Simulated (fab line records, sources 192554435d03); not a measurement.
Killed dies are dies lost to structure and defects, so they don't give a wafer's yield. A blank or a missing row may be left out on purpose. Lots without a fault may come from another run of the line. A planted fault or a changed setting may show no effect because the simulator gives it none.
Chamber matching | flow n5_finfet | N5_HKMG_FIN_ETCH_67 on rie_diel-03: 4 sister chambers
The step etches SOC in N2/H2, stops on TiN, target depth 388.9 nm. 24 wafers are shown with their chamber, then 12 later ones without.

WAFERS WITH THEIR CHAMBER
wafer  | chamber | drypump_motor_current_A (A) | throttle_valve_pct (%) | showerhead_plenum_p_Torr (Torr)
L074.2 | 3       | 6.4                         | 17.32                  | 2.48
L074.4 | 2       | 5.4                         | 17.71                  | 2.57
L074.5 | 2       | 5.4                         | 17.71                  | 2.57
L075.1 | 3       | 6.3                         | 17.32                  | 2.48
L075.3 | 1       | 5.5                         | 17.92                  | 2.59
L075.5 | 3       | 6.3                         | 17.32                  | 2.48
L078.1 | 2       | 5.4                         | 17.72                  | 2.56
L078.2 | 3       | 6.3                         | 17.32                  | 2.48
L078.6 | 3       | 6.3                         | 17.32                  | 2.48
L080.1 | 3       | 6.3                         | 17.35                  | 2.47
L080.2 | 2       | 5.4                         | 17.75                  | 2.56
L080.6 | 2       | 5.4                         | 17.74                  | 2.56
L085.1 | 2       | 5.4                         | 17.76                  | 2.55
L085.2 | 0       | 6.1                         | 17.91                  | 2.50
L085.6 | 0       | 6.1                         | 17.91                  | 2.50
L086.4 | 0       | 6.1                         | 17.91                  | 2.50
L086.5 | 1       | 5.5                         | 17.93                  | 2.59
L086.6 | 0       | 6.1                         | 17.92                  | 2.50
L087.1 | 2       | 5.4                         | 17.77                  | 2.55
L087.3 | 1       | 5.5                         | 17.93                  | 2.59
L087.5 | 3       | 6.3                         | 17.36                  | 2.47
L093.1 | 3       | 6.3                         | 17.38                  | 2.46
L093.4 | 2       | 5.4                         | 17.78                  | 2.55
L093.5 | 2       | 5.4                         | 17.77                  | 2.55

SIGNATURES (means of the wafers above)
reading                  | chamber 0 | chamber 1 | chamber 2 | chamber 3 | scatter within a chamber
drypump_motor_current_A  | 6.100     | 5.500     | 5.400     | 6.312     | 0.0209
throttle_valve_pct       | 17.9125   | 17.9267   | 17.7456   | 17.3362   | 0.0223
showerhead_plenum_p_Torr | 2.5000    | 2.5900    | 2.5578    | 2.4750    | 0.00691
Rule: a wafer's distance from a chamber is the root of the sum, over the readings, of the square of ((its reading less the chamber's mean) divided by the reading's scatter). The wafer belongs to the nearest chamber; if the next one is less than 2 further off, it can't be placed. The scatter: the root of (the sum of the squares of (reading less its chamber's mean) over the shown wafers, divided by (wafers less chambers)).

WAFERS WITHOUT THEIR CHAMBER
wafer  | drypump_motor_current_A (A) | throttle_valve_pct (%) | showerhead_plenum_p_Torr (Torr)
L094.2 | 5.4                         | 17.78                  | 2.55
L094.5 | 5.5                         | 17.97                  | 2.58
L094.6 | 5.4                         | 17.79                  | 2.55
L095.1 | 6.3                         | 17.40                  | 2.46
L095.3 | 5.4                         | 17.97                  | 2.58
L095.4 | 6.1                         | 17.92                  | 2.50
L096.4 | 5.5                         | 17.97                  | 2.58
L096.5 | 5.5                         | 17.97                  | 2.58
L096.6 | 5.4                         | 17.80                  | 2.54
L097.1 | 5.5                         | 17.98                  | 2.58
L097.2 | 5.4                         | 17.81                  | 2.54
L097.5 | 6.1                         | 17.94                  | 2.49

WHICH CHAMBER EACH WENT THROUGH
wafer  | from the rows above | in truth
L094.2 | 2                   | 2
L094.5 | 1                   | 1
L094.6 | 2                   | 2
L095.1 | 3                   | 3
L095.3 | 1                   | 1
L095.4 | 0                   | 0
L096.4 | 1                   | 1
L096.5 | 1                   | 1
L096.6 | 2                   | 2
L097.1 | 1                   | 1
L097.2 | 2                   | 2
L097.5 | 0                   | 0
Placed correctly: 12 of 12. Can't be placed from these rows: 0. Placed wrongly: 0.
